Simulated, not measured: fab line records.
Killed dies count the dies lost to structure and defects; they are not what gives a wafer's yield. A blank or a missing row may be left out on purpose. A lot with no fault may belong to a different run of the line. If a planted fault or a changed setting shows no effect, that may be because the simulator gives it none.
Chamber matching | flow nand-harc | NHARC_A_M0_DESCUM_14 on rie-diel-09 has 4 sister chambers
The step chemistry O2, time 3 s. 4 wafers are shown with their chamber, then 9 later ones without.

EACH WAFER AND ITS CHAMBER
wafer  | chamber | drypump-motor-current-A (A)
L082.2 | 1       | 5.4
L086.5 | 3       | 5.5
L087.1 | 0       | 6.5
L087.6 | 2       | 4.8

WAFERS MISSING THEIR CHAMBER
wafer  | drypump-motor-current-A (A)
L088.4 | 5.5
L088.5 | 5.4
L088.6 | 6.4
L095.1 | 5.6
L095.2 | 5.4
L095.5 | 5.5
L097.1 | 5.6
L097.3 | 4.8
L097.5 | 5.5

THE CHAMBER EACH PASSED THROUGH
wafer  | from the rows above     | in truth
L088.4 | can't be placed: 3 or 1 | 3
L088.5 | can't be placed: 1 or 3 | 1
L088.6 | 0                       | 0
L095.1 | can't be placed: 3 or 1 | 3
L095.2 | can't be placed: 1 or 3 | 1
L095.5 | can't be placed: 3 or 1 | 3
L097.1 | can't be placed: 3 or 1 | 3
L097.3 | 2                       | 2
L097.5 | can't be placed: 3 or 1 | 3
Correctly placed: 2 of 9. Unplaceable from these rows: 7, with the true chamber sitting among the candidates in 7. 0 placed wrongly.
How it was worked out, from the rows above alone: a wafer's distance from a chamber is the root of the sum, over the readings, of the square of ((its reading less the chamber's mean) divided by the reading's scatter). The wafer belongs to the nearest chamber; if the next one is less than 2 further off, it can't be placed. The mean given for a chamber averages the wafers shown for that chamber. The scatter: with one shown wafer a chamber, the root of the mean of the squares of how far each hidden wafer lies from its nearest shown one.
